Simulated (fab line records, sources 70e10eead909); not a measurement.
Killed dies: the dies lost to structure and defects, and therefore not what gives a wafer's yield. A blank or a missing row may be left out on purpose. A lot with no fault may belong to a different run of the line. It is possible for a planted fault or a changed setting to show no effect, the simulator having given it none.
Matching of chambers -- flow nand-harc -- NHARC_A_ZERO_WELL_ETCH_19 on rie-diel-05 has 4 sister chambers
The step etches the open film in N2/H2, target depth 80 nm, overetch 24 nm, time 87.88 s. 8 wafers are shown with their chamber, then 11 later ones without.

## EACH WAFER AND ITS CHAMBER
wafer,chamber,drypump-motor-current-A (A),rf-vpp-V (V)
L519.1,2,5.4,433.4
L519.4,1,5.2,432.2
L522.1,1,5.2,431.2
L522.2,3,5.9,429.8
L523.1,0,5.5,432.5
L523.2,3,6.0,431.5
L523.5,0,5.5,434.4
L527.1,2,5.4,434.7

## WAFERS WITHOUT THEIR CHAMBER
wafer,drypump-motor-current-A (A),rf-vpp-V (V)
L527.2,5.2,432.2
L527.6,5.4,433.6
L529.1,5.2,433.4
L529.4,5.4,435.5
L529.5,5.2,431.7
L530.2,6.0,429.3
L530.3,5.2,432.7
L530.4,5.4,434.5
L532.1,5.2,431.8
L532.3,5.4,434.5
L532.6,5.5,433.3

## WHICH CHAMBER EACH ONE RAN IN
wafer,from the rows above,in truth
L527.2,1,1
L527.6,2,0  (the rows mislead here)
L529.1,1,1
L529.4,2,2
L529.5,1,1
L530.2,3,3
L530.3,1,1
L530.4,2,2
L532.1,1,1
L532.3,2,2
L532.6,0,0
Placed correctly: 10 of 11. Left unplaced by these rows: 0. 1 placed wrongly.
How it was worked out, from the rows above alone: a wafer's distance from a chamber is the root of the sum, over the readings, of the square of ((its reading less the chamber's mean) divided by the reading's scatter). If the next closest chamber is less than 2 further off than the closest, the wafer can't be placed; otherwise it belongs to the closest. Each chamber's mean is taken over the wafers shown for it. The scatter is the square root of a quotient: the sum, over the shown wafers, of each reading's squared deviation from its chamber's mean, divided by wafers minus chambers.
